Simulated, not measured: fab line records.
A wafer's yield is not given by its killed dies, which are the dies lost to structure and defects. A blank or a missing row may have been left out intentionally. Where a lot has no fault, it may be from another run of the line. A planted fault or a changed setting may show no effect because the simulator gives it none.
Chamber matching | flow nandHarc | NHARC_A_CHANNEL_HOLE_D1_DESCUM_15 on rieDiel-07: 4 sister chambers
The step chemistry O2, time 3 s. 33 wafers are shown with their chamber, then 12 later ones without.

## WAFERS WITH THEIR CHAMBER
wafer  | chamber | drypumpMotorCurrentA (A) | showerheadPlenumPTorr (Torr) | oesProductAu (a.u.)
L075.2 | 1       | 5.4                      | 1.94                         | 0.996
L075.3 | 0       | 5.5                      | 1.98                         | 1.018
L075.5 | 2       | 6.6                      | 1.94                         | 0.992
L077.1 | 2       | 6.6                      | 1.94                         | 1.009
L077.5 | 0       | 5.6                      | 1.97                         | 1.016
L077.6 | 3       | 5.9                      | 1.94                         | 0.989
L078.2 | 3       | 5.9                      | 1.94                         | 0.977
L078.4 | 0       | 5.5                      | 1.97                         | 1.007
L078.5 | 3       | 5.9                      | 1.94                         | 0.972
L080.3 | 3       | 5.9                      | 1.94                         | 0.989
L080.4 | 2       | 6.6                      | 1.93                         | 0.996
L080.6 | 1       | 5.4                      | 1.94                         | 0.985
L082.1 | 3       | 5.9                      | 1.94                         | 0.976
L082.4 | 0       | 5.6                      | 1.97                         | 1.003
L082.5 | 3       | 5.9                      | 1.94                         | 0.976
L083.1 | 1       | 5.4                      | 1.94                         | 0.985
L083.2 | 0       | 5.6                      | 1.97                         | 1.013
L083.6 | 1       | 5.4                      | 1.94                         | 1.005
L084.2 | 1       | 5.4                      | 1.94                         | 0.995
L084.3 | 0       | 5.5                      | 1.97                         | 1.014
L084.4 | 2       | 6.6                      | 1.93                         | 0.991
L085.1 | 2       | 6.6                      | 1.93                         | 1.006
L085.4 | 0       | 5.6                      | 1.97                         | 0.995
L085.5 | 3       | 5.9                      | 1.94                         | 0.979
L087.1 | 0       | 5.6                      | 1.97                         | 1.011
L087.2 | 1       | 5.4                      | 1.94                         | 1.002
L087.3 | 3       | 5.9                      | 1.94                         | 0.985
L088.1 | 2       | 6.6                      | 1.93                         | 1.009
L088.3 | 3       | 5.9                      | 1.94                         | 0.988
L088.4 | 1       | 5.4                      | 1.94                         | 1.019
L089.1 | 3       | 5.9                      | 1.94                         | 0.996
L089.2 | 0       | 5.5                      | 1.97                         | 1.018
L089.3 | 1       | 5.4                      | 1.94                         | 1.017

SIGNATURES (averages over the wafers above)
reading               | chamber 0 | chamber 1 | chamber 2 | chamber 3 | scatter within a chamber
drypumpMotorCurrentA  | 5.556     | 5.400     | 6.600     | 5.900     | 0.0277
showerheadPlenumPTorr | 1.9711    | 1.9400    | 1.9333    | 1.9400    | 0.00277
oesProductAu          | 1.01056   | 1.00050   | 1.00050   | 0.98270   | 0.00935
Rule: for each reading, subtract the chamber's mean from the wafer's reading, divide by that reading's scatter and square the result; add these up over the readings and take the root, which gives the wafer's distance from the chamber. The wafer belongs to the nearest chamber; if the next one is less than 2 further off, it can't be placed. How the scatter is found: for the shown wafers, subtract from each reading the mean of its chamber, square and add these, divide the total by (wafers less chambers), then take the root.

## WAFERS WITHOUT THEIR CHAMBER
wafer  | drypumpMotorCurrentA (A) | showerheadPlenumPTorr (Torr) | oesProductAu (a.u.)
L092.1 | 6.6                      | 1.93                         | 1.017
L092.2 | 5.5                      | 1.97                         | 1.008
L092.4 | 5.4                      | 1.94                         | 1.033
L095.1 | 5.6                      | 1.97                         | 1.002
L095.3 | 5.4                      | 1.94                         | 1.020
L095.4 | 6.6                      | 1.93                         | 0.995
L096.1 | 5.9                      | 1.94                         | 0.990
L096.2 | 5.5                      | 1.97                         | 1.016
L096.3 | 6.6                      | 1.93                         | 1.002
L097.1 | 6.6                      | 1.93                         | 1.000
L097.5 | 5.6                      | 1.97                         | 1.021
L097.6 | 5.4                      | 1.94                         | 1.022

## THE CHAMBER EACH PASSED THROUGH
wafer  | from the rows above | in truth
L092.1 | 2                   | 2
L092.2 | 0                   | 0
L092.4 | 1                   | 1
L095.1 | 0                   | 0
L095.3 | 1                   | 1
L095.4 | 2                   | 2
L096.1 | 3                   | 3
L096.2 | 0                   | 0
L096.3 | 2                   | 2
L097.1 | 2                   | 2
L097.5 | 0                   | 0
L097.6 | 1                   | 1
Placed correctly: 12 of 12. Left unplaced by these rows: 0. Wrongly placed: 0.
